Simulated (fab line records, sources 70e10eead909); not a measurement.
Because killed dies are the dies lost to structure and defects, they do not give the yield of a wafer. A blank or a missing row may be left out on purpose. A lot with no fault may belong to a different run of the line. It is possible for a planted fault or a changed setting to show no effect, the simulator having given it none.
Which of the tools did it? :: flow nand-harc :: 11 lots with 33 wafers sampled at 5 steps, on a route of 1159 steps

## WHAT THE GAUGES SHOWED, per wafer
NHARC_END_SORT_01.
lot: L852
measured: day 23 06:09
on: prober-02
killed-at-array: 672 674 676

lot: L851
measured: day 23 07:44
on: prober-01
killed-at-array: 674 677 674

## WHAT TOOL EACH LOT RAN ON (gives the tool, then ch and the chambers of the sampled wafers, and finally the start)
lot: L836
NHARC_A_CONTACT_ETCH_49: rie-diel-06 ch 1,2,3, day 16 18:14 or earlier
NHARC_A_CONTACT_ETCH_50: rie-diel-06 ch 0,2,3, day 16 18:14
NHARC_A_CONTACT_ETCH_114: har-cap-etch-02 ch 0,1, day 16 19:22
NHARC_A_CONTACT_ETCH_119: har-cap-etch-02 ch 0,1, day 16 19:49

lot: L842
NHARC_A_CONTACT_ETCH_49: rie-diel-06 ch 2,3, day 18 07:10 or earlier
NHARC_A_CONTACT_ETCH_50: rie-diel-06 ch 0,1, day 18 07:10
NHARC_A_CONTACT_ETCH_114: har-cap-etch-02 ch 0,1, day 18 08:16
NHARC_A_CONTACT_ETCH_119: har-cap-etch-02 ch 0,1, day 18 08:44

lot: L843
NHARC_A_CONTACT_ETCH_49: rie-diel-09 ch 2,3, day 18 13:59 or earlier
NHARC_A_CONTACT_ETCH_50: rie-diel-09 ch 1,3, day 18 13:59
NHARC_A_CONTACT_ETCH_114: har-cap-etch-01 ch 0,1, day 18 15:14
NHARC_A_CONTACT_ETCH_119: har-cap-etch-01 ch 0,1, day 18 15:41

lot: L845
NHARC_A_CONTACT_ETCH_49: rie-diel-11 ch 0,2, day 18 18:35 or earlier
NHARC_A_CONTACT_ETCH_50: rie-diel-11 ch 1,2,3, day 18 18:35
NHARC_A_CONTACT_ETCH_114: har-cap-etch-02 ch 0,1, day 18 19:43
NHARC_A_CONTACT_ETCH_119: har-cap-etch-02 ch 0,1, day 18 20:10

lot: L846
NHARC_A_CONTACT_ETCH_49: rie-diel-06 ch 0,1,3, day 19 06:09 or earlier
NHARC_A_CONTACT_ETCH_50: rie-diel-06 ch 0,1,2, day 19 06:09
NHARC_A_CONTACT_ETCH_114: har-cap-etch-01 ch 0,1, day 19 07:18
NHARC_A_CONTACT_ETCH_119: har-cap-etch-01 ch 0,1, day 19 07:46

lot: L849
NHARC_A_CONTACT_ETCH_49: rie-diel-09 ch 0,1,2, day 19 19:14 or earlier
NHARC_A_CONTACT_ETCH_50: rie-diel-09 ch 0,1,3, day 19 19:14
NHARC_A_CONTACT_ETCH_114: har-cap-etch-02 ch 0,1, day 19 20:20
NHARC_A_CONTACT_ETCH_119: har-cap-etch-02 ch 0,1, day 19 20:48

lot: L852
NHARC_A_CONTACT_ETCH_49: rie-diel-06 ch 1,2,3, day 20 07:05 or earlier
NHARC_A_CONTACT_ETCH_50: rie-diel-06 ch 0,1,3, day 20 07:05
NHARC_A_CONTACT_ETCH_114: har-cap-etch-03 ch 0,1, day 20 08:13
NHARC_A_CONTACT_ETCH_119: har-cap-etch-03 ch 0,1, day 20 08:40

lot: L851
NHARC_A_CONTACT_ETCH_49: rie-diel-06 ch 0,1,2, day 20 09:19 or earlier
NHARC_A_CONTACT_ETCH_50: rie-diel-06 ch 0,1,3, day 20 09:19
NHARC_A_CONTACT_ETCH_114: har-cap-etch-01 ch 0,1, day 20 10:38
NHARC_A_CONTACT_ETCH_119: har-cap-etch-01 ch 0,1, day 20 11:05

lot: L856
NHARC_A_CONTACT_ETCH_49: rie-diel-09 ch 0,2,3, day 21 01:03 or earlier
NHARC_A_CONTACT_ETCH_50: rie-diel-09 ch 0,3, day 21 01:03
NHARC_A_CONTACT_ETCH_114: har-cap-etch-01 ch 0,1, day 21 02:19
NHARC_A_CONTACT_ETCH_119: har-cap-etch-01 ch 0,1, day 21 02:58

lot: L855
NHARC_A_CONTACT_ETCH_49: rie-diel-06 ch 0,1, day 21 10:28 or earlier
NHARC_A_CONTACT_ETCH_50: rie-diel-06 ch 0,3, day 21 10:28
NHARC_A_CONTACT_ETCH_114: har-cap-etch-01 ch 0,1, day 21 11:35
NHARC_A_CONTACT_ETCH_119: har-cap-etch-01 ch 0,1, day 21 12:02

lot: L857
NHARC_A_CONTACT_ETCH_49: rie-diel-11 ch 0,1,2, day 21 17:33 or earlier
NHARC_A_CONTACT_ETCH_50: rie-diel-11 ch 1,2, day 21 17:33
NHARC_A_CONTACT_ETCH_114: har-cap-etch-02 ch 0,1, day 21 18:42
NHARC_A_CONTACT_ETCH_119: har-cap-etch-02 ch 0,1, day 21 19:09
- NHARC_A_CONTACT_ETCH_49: etches the open film in N2/H2, target depth 260 nm, time 475.3 s.
- NHARC_A_CONTACT_ETCH_50: etches the open film in CF4/CHF3, target depth 84.7 nm, time 42.4 s.
- NHARC_A_CONTACT_ETCH_114: etches the open film in C4F8/O2/Ar, time 94 s, target depth 922 nm.
- NHARC_A_CONTACT_ETCH_119: etches the open film in C4F8/O2/Ar, time 94 s, target depth 922 nm.

## THE ANSWER, worked out from the rows above alone
Rule: the lots themselves supply what counts as usual. Put in order of their means at a reading, lots are off if they are a third of the lots or fewer, leave a main group of 4 or more, and stand apart from it by a gap of 3 or more times the standard deviation of the main group's means; of several such gaps the widest counts. A main group is skipped when, at the precision printed for the reading in the tables above, its means are all equal. Also off: a lot with no number at a reading for which 4 or more lots have one. Where the step has rows for the other lots, those lots are counted as sound.
No lot is off on any of the readings shown, so nothing can be concluded from this.

## WHAT THE SIMULATOR HAD INSERTED
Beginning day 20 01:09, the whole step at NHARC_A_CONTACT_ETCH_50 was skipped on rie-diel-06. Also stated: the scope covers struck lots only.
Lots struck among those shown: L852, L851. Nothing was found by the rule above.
